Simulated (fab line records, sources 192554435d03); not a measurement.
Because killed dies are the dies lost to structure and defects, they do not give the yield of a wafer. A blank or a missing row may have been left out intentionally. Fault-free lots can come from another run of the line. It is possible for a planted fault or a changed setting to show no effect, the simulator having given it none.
fab line records	flow n5_finfet	part 1 of 2: steps 1 to 23 of 28
[record] lots = 5	wafers = 15	last_day = 17
route steps=1938 shown BEOL_M4@1035
lots untouched by any fault: they come from a run of this same line in which no faults occurred
start_h: start of the lot's first displayed wafer, in hours after the record's first day	wait_h: time in hours since the lot's previous step	" identical to the entry in the row above	L1.1+2: a single row standing in for several wafers	- either no value or no given start	* or withheld: withheld	< > ~ a bound
route shown NAME@n: names a module that has steps shown in the file, with the first one's number in the route	usual: the fault-free wafers' mean and standard deviation	same: alike in all rows	chamber/n: place in a boat	sites: per-site readings	_std_site: the values' standard deviation	_edge_site: the outer-site mean with the inner-site mean subtracted	radius_mm: for every site, how far away it sits from the centre of the wafer	mask NAME#n: copy n	behind: tool/chamber where the wafer was last shaped	hold: why the lot was held/for how many hours/how that ended	device: names the non-switching transistor (n, p or np)	end of line: the tests these same wafers got at the end of their route	for a step that has no rows: nothing shown but its recipe	killed: count of dies lost to structure and defects at first sort (not the wafer's yield)	map: a wafer's dies, marking killed ones x, the rest . and places with no die _
set.NAME: the setting that was run; set.NAME@STEP: the one run at that earlier step	model.NAME: the simulator's own value behind a step, which no gauge read
lots at some steps of the route; a table a step, a row a wafer
services: a tool's chamber out of use, with start hour (start_h, from the record's first day; less than 0 if before it), hours out, and reason
[[steps]]
[step N5_BEOL_M4_OVL_MEAS_12]
[recipe] points_per_wafer = 522
[usual] M4_OVL = -0.4/0.7
lot.wafer	tool	chamber	start_h	wait_h	M4_OVL[nm]
L079.3	overlay-01	0	185.90	0.0	-0.1
L079.4	"	0	"	"	-0.5
L079.6	"	0	"	"	0.3
L080.2	overlay-02	0	213.29	0.0	-1.1
L080.3	"	0	"	"	-0.7
L080.4	"	0	"	"	-1.1
L084.3	overlay-01	0	219.07	0.0	-1.6
L084.4	"	0	"	"	-0.6
L084.5	"	0	"	"	-0.9
L088.3	overlay-01	0	240.18	0.0	0.9
L088.4	"	0	"	"	-1.2
L088.5	"	0	"	"	0.8
L097.1	overlay-02	0	293.38	0.0	-0.4
L097.5	"	0	"	"	0.3
L097.6	"	0	"	"	-0.2
[step N5_BEOL_M4_INSPECT_13]
[recipe] mode = adi	inspect_instrument = brightfield
[usual] raw_defect_count = 412/84
lot.wafer	tool	chamber	start_h	wait_h	raw_defect_count
L079.3	defect_inspect-01	-	185.94	0.0	404
L079.4	"	-	"	"	464
L079.6	"	-	"	"	446
L080.2	defect_inspect-02	-	213.34	0.0	388
L080.3	"	-	"	"	374
L080.4	"	-	"	"	258
L084.3	defect_inspect-01	-	219.11	0.0	309
L084.4	"	-	"	"	261
L084.5	"	-	"	"	333
L088.3	defect_inspect-01	-	240.23	0.0	359
L088.4	"	-	"	"	393
L088.5	"	-	"	"	409
L097.1	defect_inspect-02	-	293.44	0.1	454
L097.5	"	-	"	"	448
L097.6	"	-	"	"	568
[step N5_BEOL_M4_DESCUM_16]
[recipe] chemistry = O2	time_s = 7	source_power_w = 50	bias_power_w = 20	pressure_mtorr = 20	rf_frequency_hz = 2.712e+07	temp_c = 40	resist = CAR-EUV	o2_flow_sccm = 225
[usual] drypump_motor_current_A = 5.6/0.53	oes_product_au = 0.83/0.076	rf_vpp_V = 243.7/1.2	showerhead_plenum_p_Torr = 2.12/0.066	throttle_valve_pct = 20.34/0.19
lot.wafer	tool	chamber	start_h	wait_h	drypump_motor_current_A	oes_product_au	rf_hours_counter_h	rf_vpp_V	showerhead_plenum_p_Torr	throttle_valve_pct
L079.3	rie_diel-03	0	185.98	0.0	6.0	0.86	73	245.7	2.21	20.33
L079.4	"	2	"	"	5.4	0.98	1	243.7	2.06	20.06
L079.6	"	1	"	"	5.7	0.91	-	242.5	2.14	20.15
L080.2	rie_diel-04	3	213.60	0.3	5.4	0.84	70	244.0	2.21	20.27
L080.3	"	0	"	"	5.8	0.94	12	242.9	2.05	20.27
L080.4	"	1	"	"	6.6	0.74	187	244.7	2.16	20.72
L084.3	rie_diel-02	2	219.72	0.6	5.5	0.90	31	242.0	2.04	20.13
L084.4	"	0	"	"	6.2	0.92	21	243.7	2.23	20.22
L084.5	"	2	"	"	5.5	0.89	-	242.4	2.04	20.14
L088.3	rie_diel-03	3	240.29	0.1	4.9	0.71	203	242.3	2.08	20.54
L088.4	"	2	"	"	5.4	0.91	22	242.4	2.05	20.09
L088.5	"	2	"	"	5.4	0.92	-	242.2	2.05	20.10
L097.1	rie_diel-03	1	293.47	0.0	5.7	0.85	62	244.3	2.13	20.19
L097.5	"	0	"	"	6.0	0.81	-	244.9	2.20	20.39
L097.6	"	1	"	"	5.7	0.84	-	243.9	2.13	20.19
[step N5_BEOL_M4_ETCH_74]
[recipe] chemistry = N2/H2	target = underlayer	target_depth_a = 65	mask_material = CAR-EUV	time_s = 5.2	ion_energy_ev = 200	pressure_mtorr = 30	source_w = 840	bias_w = 150	n2_flow_sccm = 200	h2_flow_sccm = 200	ends = cleared
[usual] drypump_motor_current_A = 5.6/0.53	etch_rf_on_time_s = 5.16/0.067	oes_product_au = 0.71/0.066	rf_vpp_V = 524.9/2.4	showerhead_plenum_p_Torr = 2.58/0.078	throttle_valve_pct = 17.77/0.23
lot.wafer	tool	chamber	start_h	wait_h	drypump_motor_current_A	etch_rf_on_time_s	oes_product_au	rf_hours_counter_h	rf_vpp_V	showerhead_plenum_p_Torr	throttle_valve_pct
L079.3	rie_diel-03	0	186.01	0.0	6.0	5.21	0.72	73	529.3	2.68	17.85
L079.4	"	2	"	"	5.4	5.08	0.83	1	523.9	2.50	17.50
L079.6	"	1	"	"	5.7	5.21	0.79	-	524.6	2.60	17.49
L080.2	rie_diel-04	3	213.63	0.0	5.4	5.04	0.72	70	528.4	2.69	17.58
L080.3	"	0	"	"	5.8	5.13	0.81	12	520.8	2.49	17.72
L080.4	"	1	"	"	6.6	5.18	0.62	187	528.5	2.63	18.24
L084.3	rie_diel-02	2	219.75	0.0	5.5	5.21	0.76	31	522.3	2.48	17.63
L084.4	"	0	"	"	6.2	5.16	0.77	21	529.9	2.71	17.61
L084.5	"	2	"	"	5.5	5.18	0.76	-	520.7	2.48	17.65
L088.3	rie_diel-03	3	240.32	0.0	4.9	5.08	0.62	203	523.8	2.52	17.95
L088.4	"	2	"	"	5.4	5.05	0.78	22	521.7	2.49	17.49
L088.5	"	2	"	"	5.4	5.03	0.78	-	521.0	2.49	17.48
L097.1	rie_diel-03	1	293.51	0.0	5.7	5.17	0.72	62	524.7	2.58	17.55
L097.5	"	0	"	"	6.0	5.14	0.69	-	527.2	2.67	17.91
L097.6	"	1	"	"	5.7	5.20	0.73	-	524.3	2.58	17.55
[step N5_BEOL_M4_ETCH_63]
[recipe] chemistry = CF4	target = SiARC	target_depth_a = 156	mask_material = CAR-EUV	time_s = 26	ion_energy_ev = 80	pressure_mtorr = 40	source_w = 545	bias_w = 36	Ar_flow_sccm = 100	cf4_flow_sccm = 100	ends = cleared
[usual] cf4_flow_sccm = 100.02/0.29	drypump_motor_current_A = 5.6/0.53	etch_rf_on_time_s = 25.9/0.37	oes_product_au = 0.71/0.065	rf_vpp_V = 184.4/1.2	showerhead_plenum_p_Torr = 2.17/0.061	throttle_valve_pct = 15.52/0.21
lot.wafer	tool	chamber	start_h	wait_h	cf4_flow_sccm	drypump_motor_current_A	etch_rf_on_time_s	oes_product_au	rf_hours_counter_h	rf_vpp_V	showerhead_plenum_p_Torr	throttle_valve_pct
L079.3	rie_diel-03	0	186.03	0.0	100.11	6.0	25.3	0.73	73	186.6	2.25	15.46
L079.4	"	2	"	"	99.66	5.4	25.0	0.85	1	184.9	2.11	15.22
L079.6	"	1	"	"	99.79	5.7	25.9	0.77	-	184.1	2.19	15.30
L080.2	rie_diel-04	3	213.65	0.0	99.92	5.4	25.8	0.72	70	185.2	2.26	15.42
L080.3	"	0	"	"	100.19	5.8	25.9	0.80	12	182.3	2.10	15.44
L080.4	"	1	"	"	100.06	6.6	26.6	0.61	187	186.3	2.21	15.94
L084.3	rie_diel-02	2	219.77	0.0	99.94	5.5	26.0	0.76	31	183.4	2.10	15.34
L084.4	"	0	"	"	99.98	6.2	25.8	0.78	21	186.4	2.27	15.33
L084.5	"	2	"	"	100.49	5.5	26.0	0.77	-	183.4	2.10	15.35
L088.3	rie_diel-03	3	240.34	0.0	99.94	4.9	25.5	0.62	203	183.6	2.12	15.79
L088.4	"	2	"	"	99.58	5.4	25.5	0.78	22	183.2	2.10	15.26
L088.5	"	2	"	"	100.26	5.4	25.4	0.78	-	182.1	2.10	15.27
L097.1	rie_diel-03	1	293.52	0.0	99.72	5.7	26.0	0.73	62	183.2	2.18	15.37
L097.5	"	0	"	"	100.21	6.0	26.1	0.70	-	184.9	2.24	15.56
L097.6	"	1	"	"	99.55	5.7	25.9	0.72	-	185.9	2.18	15.38
[step N5_BEOL_M4_ETCH_64]
[recipe] chemistry = N2/H2	target = SOC	target_depth_a = 750	overetch_a = 225	mask_material = SiARC	temp_c = 40	time_s = 121.9	ion_energy_ev = 200	pressure_mtorr = 30	source_w = 840	bias_w = 150	n2_flow_sccm = 200	h2_flow_sccm = 200
[usual] drypump_motor_current_A = 5.6/0.53	oes_product_au = 0.63/0.056	rf_vpp_V = 525.0/2.3	showerhead_plenum_p_Torr = 2.58/0.078	throttle_valve_pct = 17.73/0.23
lot.wafer	tool	chamber	start_h	wait_h	drypump_motor_current_A	oes_product_au	rf_hours_counter_h	rf_vpp_V	showerhead_plenum_p_Torr	throttle_valve_pct
L079.3	rie_diel-03	0	186.06	0.0	6.0	0.64	73	527.7	2.68	17.80
L079.4	"	2	"	"	5.4	0.74	1	523.9	2.50	17.43
L079.6	"	1	"	"	5.7	0.69	-	525.2	2.60	17.44
L080.2	rie_diel-04	3	213.68	0.0	5.4	0.63	70	528.3	2.69	17.55
L080.3	"	0	"	"	5.8	0.71	12	521.9	2.49	17.66
L080.4	"	1	"	"	6.6	0.55	187	527.1	2.63	18.22
L084.3	rie_diel-02	2	219.80	0.0	5.5	0.67	31	523.1	2.48	17.62
L084.4	"	0	"	"	6.2	0.69	21	526.8	2.71	17.55
L084.5	"	2	"	"	5.5	0.67	-	521.3	2.48	17.61
L088.3	rie_diel-03	3	240.37	0.0	4.9	0.55	203	522.2	2.52	17.91
L088.4	"	2	"	"	5.4	0.69	22	521.7	2.49	17.47
L088.5	"	2	"	"	5.4	0.69	-	522.5	2.49	17.48
L097.1	rie_diel-03	1	293.55	0.0	5.7	0.65	62	523.9	2.58	17.51
L097.5	"	0	"	"	6.0	0.61	-	527.3	2.67	17.86
L097.6	"	1	"	"	5.7	0.64	-	525.0	2.58	17.51
[step N5_BEOL_M4_STRIP_65]
[recipe] chemistry = N2/H2	temp_c = 40	n2_flow_sccm = 200	h2_flow_sccm = 200	rf_frequency_hz = 6e+07
lot.wafer	tool	chamber	start_h	wait_h
L079.3+4+6	rie_diel-03	0,2,1	186.17	0.1
L080.2+3+4	rie_diel-04	3,0,1	213.79	0.1
L084.3+4+5	rie_diel-02	2,0,2	219.91	0.1
L088.3+4+5	rie_diel-03	3,2,2	240.48	0.1
L097.1+5+6	rie_diel-03	1,0,1	293.66	0.1
[step N5_BEOL_M4_STRIP_75]
[recipe] chemistry = N2/H2	temp_c = 40	n2_flow_sccm = 200	h2_flow_sccm = 200	rf_frequency_hz = 6e+07
lot.wafer	tool	chamber	start_h	wait_h
L079.3+4+6	rie_diel-03	0,2,1	186.18	0.0
L080.2+3+4	rie_diel-04	3,0,1	213.80	0.0
L084.3+4+5	rie_diel-02	2,0,2	219.92	0.0
L088.3+4+5	rie_diel-03	3,2,2	240.49	0.0
L097.1+5+6	rie_diel-03	1,0,1	293.67	0.0
[step N5_BEOL_M4_STRIP_66]
[recipe] chemistry = CF4	resist = SiARC	power_w = 300	bias_power_w = 75	pressure_mtorr = 50	cf4_flow_sccm = 150	rf_frequency_hz = 6e+07
[usual] cf4_flow_sccm = 150.0/0.42	drypump_motor_current_A = 5.6/0.53	oes_product_au = 0.82/0.073	rf_vpp_V = 271.7/1.3	showerhead_plenum_p_Torr = 1.82/0.05	throttle_valve_pct = 13.49/0.22
lot.wafer	tool	chamber	start_h	wait_h	cf4_flow_sccm	drypump_motor_current_A	oes_product_au	rf_hours_counter_h	rf_vpp_V	showerhead_plenum_p_Torr	throttle_valve_pct
L079.3	rie_diel-03	0	186.19	0.0	149.3	6.0	0.83	73	272.6	1.88	13.44
L079.4	"	2	"	"	150.7	5.4	0.96	1	272.0	1.77	13.18
L079.6	"	1	"	"	149.8	5.7	0.90	-	273.0	1.83	13.23
L080.2	rie_diel-04	3	213.81	0.0	149.5	5.4	0.83	70	273.3	1.89	13.37
L080.3	"	0	"	"	149.6	5.8	0.92	12	270.7	1.77	13.40
L080.4	"	1	"	"	149.9	6.6	0.72	187	272.5	1.85	13.90
L084.3	rie_diel-02	2	219.93	0.0	150.1	5.5	0.89	31	270.2	1.76	13.26
L084.4	"	0	"	"	150.2	6.2	0.91	21	273.8	1.90	13.31
L084.5	"	2	"	"	149.9	5.5	0.88	-	272.2	1.76	13.28
L088.3	rie_diel-03	3	240.50	0.0	149.9	4.9	0.72	203	271.9	1.78	13.82
L088.4	"	2	"	"	150.2	5.4	0.90	22	270.7	1.76	13.23
L088.5	"	2	"	"	149.7	5.4	0.89	-	269.9	1.76	13.23
L097.1	rie_diel-03	1	293.68	0.0	150.2	5.7	0.83	62	272.1	1.82	13.33
L097.5	"	0	"	"	150.0	6.0	0.80	-	272.8	1.87	13.50
L097.6	"	1	"	"	149.9	5.7	0.84	-	272.0	1.82	13.33
[step N5_BEOL_M4_HM_OPEN_17]
[recipe] chemistry = Cl2/BCl3	target_depth_a = 200	overetch_a = 60	target = TiN	mask_material = SOC	ion_energy_ev = 150	pressure_mtorr = 10	icp_w = 1000	bias_w = 126	Cl2_flow_sccm = 53.25	bcl3_flow_sccm = 21.75	Ar_flow_sccm = 25
[usual] drypump_motor_current_A = 5.4/0.66	oes_product_au = 0.66/0.06	throttle_valve_pct = 22.12/0.18
lot.wafer	tool	chamber	start_h	wait_h	drypump_motor_current_A	oes_product_au	rf_hours_counter_h	throttle_valve_pct
L079.3	rie_metal-01	0	186.26	0.1	6.1	0.66	-	21.67
L079.4	"	1	"	"	5.4	0.61	-	22.18
L079.6	"	0	"	"	6.1	0.65	-	21.67
L080.2	rie_metal-03	1	214.01	0.2	4.7	0.68	-	22.10
L080.3	"	1	"	"	4.7	0.68	-	22.12
L080.4	"	1	"	"	4.7	0.68	-	22.12
L084.3	rie_metal-03	1	220.03	0.1	4.7	0.67	-	22.12
L084.4	"	1	"	"	4.7	0.67	-	22.10
L084.5	"	1	"	"	4.7	0.67	-	22.12
L088.3	rie_metal-02	0	240.71	0.2	6.4	0.70	-	22.19
L088.4	"	1	"	"	5.2	0.81	-	22.00
L088.5	"	1	"	"	5.2	0.81	-	22.03
L097.1	rie_metal-02	0	293.73	0.0	6.4	0.69	30	22.23
L097.5	"	1	"	"	5.3	0.77	-	22.01
L097.6	"	0	"	"	6.4	0.69	-	22.23
[step N5_BEOL_M4_STRIP_19]
[recipe] chemistry = O2	power_w = 400	temp_c = 40	pressure_mtorr = 30	rf_frequency_hz = 6e+07	bias_power_w = 0	overash_fraction = 0.2	o2_flow_sccm = 225
[usual] drypump_motor_current_A = 5.7/0.44	oes_product_au = 0.83/0.075	rf_vpp_V = 3.6/0.49	showerhead_plenum_p_Torr = 2.13/0.062	throttle_valve_pct = 16.57/0.2
lot.wafer	tool	chamber	start_h	wait_h	drypump_motor_current_A	oes_product_au	rf_hours_counter_h	rf_vpp_V	showerhead_plenum_p_Torr	throttle_valve_pct
L079.3	rie_diel-03	0	186.34	0.1	6.0	0.86	73	3.8	2.21	16.54
L079.4	"	2	"	"	5.4	0.98	1	3.5	2.06	16.28
L079.6	"	3	"	"	4.9	0.73	-	3.4	2.08	16.83
L080.2	rie_diel-03	2	214.35	0.3	5.4	0.93	13	3.9	2.06	16.31
L080.3	"	1	"	"	5.7	0.89	34	3.1	2.14	16.38
L080.4	"	1	"	"	5.7	0.89	-	4.6	2.14	16.41
L084.3	rie_diel-03	1	220.17	0.1	5.7	0.88	37	3.6	2.14	16.40
L084.4	"	1	"	"	5.7	0.88	-	2.7	2.14	16.39
L084.5	"	2	"	"	5.4	0.92	-	3.1	2.06	16.32
L088.3	rie_diel-04	0	240.80	0.1	5.8	0.93	21	4.7	2.05	16.46
L088.4	"	1	"	"	6.6	0.72	196	3.8	2.16	16.95
L088.5	"	0	"	"	5.8	0.92	-	3.1	2.05	16.48
L097.1	rie_diel-04	3	294.14	0.4	5.4	0.81	101	4.2	2.20	16.54
L097.5	"	2	"	"	5.7	0.76	-	3.6	2.10	16.83
L097.6	"	0	"	"	5.8	0.88	-	3.5	2.04	16.53
[step N5_BEOL_M4_CD_MEAS_18]
[recipe] pitch_nm = 36	target_cd_nm = 18
[usual] cd_nm = 18.01/0.29
lot.wafer	tool	chamber	start_h	wait_h	cd_nm
L079.3	cd_sem-01	-	186.41	0.1	17.96
L079.4	"	-	"	"	17.54
L079.6	"	-	"	"	17.54
L080.2	cd_sem-03	-	214.43	0.1	17.89
L080.3	"	-	"	"	17.91
L080.4	"	-	"	"	17.85
L084.3	cd_sem-02	-	220.25	0.1	18.65
L084.4	"	-	"	"	18.12
L084.5	"	-	"	"	18.60
L088.3	cd_sem-01	-	240.87	0.1	18.03
L088.4	"	-	"	"	18.09
L088.5	"	-	"	"	17.81
L097.1	cd_sem-03	-	294.20	0.0	17.92
L097.5	"	-	"	"	17.86
L097.6	"	-	"	"	18.05
[step N5_BEOL_M4_COAT_67]
[recipe] resist = SOC	temp_c = 250	time_s = 60	spin_rpm = 1500	resist_thk_nm = 60
lot.wafer	tool	chamber	start_h	wait_h
L079.3+4+6	litho_track-05	0	186.45	0.0
L080.2+3+4	litho_track-04	0	214.46	0.0
L084.3+4+5	litho_track-04	0	220.28	0.0
L088.3+4+5	litho_track-05	0	240.91	0.0
L097.1+5+6	litho_track-04	0	294.24	0.0
[step N5_BEOL_M4_COAT_68]
[recipe] resist = SiARC	temp_c = 220	time_s = 60	spin_rpm = 1500	resist_thk_nm = 12
lot.wafer	tool	chamber	start_h	wait_h
L079.3+4+6	litho_track-05	0	-	-
L080.2+3+4	litho_track-04	0	-	-
L084.3+4+5	litho_track-04	0	-	-
L088.3+4+5	litho_track-05	0	-	-
L097.1+5+6	litho_track-04	0	-	-
[step N5_BEOL_M4_COAT_76]
[recipe] resist = underlayer	temp_c = 205	time_s = 60	spin_rpm = 1500	resist_thk_nm = 5
lot.wafer	tool	chamber	start_h	wait_h
L079.3+4+6	litho_track-05	0	-	-
L080.2+3+4	litho_track-04	0	-	-
L084.3+4+5	litho_track-04	0	-	-
L088.3+4+5	litho_track-05	0	-	-
L097.1+5+6	litho_track-04	0	-	-
[step N5_BEOL_M4_COAT_22]
[recipe] resist = CAR-EUV	spin_rpm = 1500	resist_thk_nm = 30
lot.wafer	tool	chamber	start_h	wait_h
L079.3+4+6	litho_track-05	0	-	-
L080.2+3+4	litho_track-04	0	-	-
L084.3+4+5	litho_track-04	0	-	-
L088.3+4+5	litho_track-05	0	-	-
L097.1+5+6	litho_track-04	0	-	-
[step N5_BEOL_M4_EBR_24]
[recipe] solvent = PGMEA	ebr_width_mm = 1.5
lot.wafer	tool	chamber	start_h	wait_h
L079.3+4+6	litho_track-05	0	-	-
L080.2+3+4	litho_track-04	0	-	-
L084.3+4+5	litho_track-04	0	-	-
L088.3+4+5	litho_track-05	0	-	-
L097.1+5+6	litho_track-04	0	-	-
[step N5_BEOL_M4_SOFTBAKE_23]
[recipe] temp_c = 110	time_s = 60	resist = CAR-EUV
lot.wafer	tool	chamber	start_h	wait_h
L079.3+4+6	litho_track-05	0	-	-
L080.2+3+4	litho_track-04	0	-	-
L084.3+4+5	litho_track-04	0	-	-
L088.3+4+5	litho_track-05	0	-	-
L097.1+5+6	litho_track-04	0	-	-
[step N5_BEOL_M4_EXPOSE_25]
[recipe] mask_id = V3	na = 0.33	source_shape = quasar	sigma_inner = 0.2	sigma_outer = 0.8	polarization = unpolarized	defocus_nm = 5	dose_mj = 63
[same] sigma_inner = 0.2	sigma_outer = 0.8
lot.wafer	tool	chamber	start_h	wait_h	mask
L079.3+4+6	euv_scanner-01	0	186.73	-	V3#0
L080.2+3+4	euv_scanner-01	0	214.73	-	V3#0
L084.3+4+5	euv_scanner-02	0	220.56	-	V3#0
L088.3+4+5	euv_scanner-01	0	241.06	-	V3#0
L097.1+5+6	euv_scanner-02	0	294.50	-	V3#0
[step N5_BEOL_M4_PEB_26]
[recipe] peb_temp_c = 100	peb_time_s = 60	resist = CAR-EUV
lot.wafer	tool	chamber	start_h	wait_h
L079.3+4+6	litho_track-01	0	186.79	0.1
L080.2+3+4	litho_track-05	0	214.80	0.1
L084.3+4+5	litho_track-05	0	220.62	0.1
L088.3+4+5	litho_track-05	0	241.12	0.1
L097.1+5+6	litho_track-04	0	294.58	0.1
[step N5_BEOL_M4_DEVELOP_27]
[recipe] develop_time_s = 30	developer = TMAH	resist = CAR-EUV	rinse_liquid = surfactant_rinse	dry = air_spin	dev_temp_c = 23
lot.wafer	tool	chamber	start_h	wait_h
L079.3+4+6	litho_track-01	0	-	-
L080.2+3+4	litho_track-05	0	-	-
L084.3+4+5	litho_track-05	0	-	-
L088.3+4+5	litho_track-05	0	-	-
L097.1+5+6	litho_track-04	0	-	-
[step N5_BEOL_M4_CD_MEAS_28]
[recipe] target_cd_nm = 26.2	landing_energy_ev = 500	detector = se_inlens	target_cd_y_nm = 24.1	polarity = opening
[usual] cd_nm = 26.16/0.22
lot.wafer	tool	chamber	start_h	wait_h	cd_nm
L079.3	cd_sem-01	0	186.86	-	26.00
L079.4	"	0	"	"	26.04
L079.6	"	0	"	"	26.03
L080.2	cd_sem-01	0	214.87	-	25.70
L080.3	"	0	"	"	25.66
L080.4	"	0	"	"	26.16
L084.3	cd_sem-03	0	220.69	-	25.98
L084.4	"	0	"	"	26.12
L084.5	"	0	"	"	26.32
L088.3	cd_sem-01	0	241.19	-	26.18
L088.4	"	0	"	"	26.23
L088.5	"	0	"	"	26.09
L097.1	cd_sem-03	0	294.65	-	26.33
L097.5	"	0	"	"	26.31
L097.6	"	0	"	"	26.30
[step N5_BEOL_M4_OVL_MEAS_29]
[recipe] points_per_wafer = 522
[usual] V3_OVL = -0.1/0.63
lot.wafer	tool	chamber	start_h	wait_h	V3_OVL[nm]
L079.3	overlay-01	0	186.90	0.0	-0.3
L079.4	"	0	"	"	0.1
L079.6	"	0	"	"	-0.3
L080.2	overlay-01	0	214.90	0.0	0.6
L080.3	"	0	"	"	-1.4
L080.4	"	0	"	"	1.6
L084.3	overlay-01	0	220.73	0.0	-0.1
L084.4	"	0	"	"	-0.7
L084.5	"	0	"	"	-0.3
L088.3	overlay-01	0	241.23	0.0	-1.4
L088.4	"	0	"	"	-0.8
L088.5	"	0	"	"	-0.4
L097.1	overlay-01	0	294.68	0.0	0.3
L097.5	"	0	"	"	0.2
L097.6	"	0	"	"	0.0
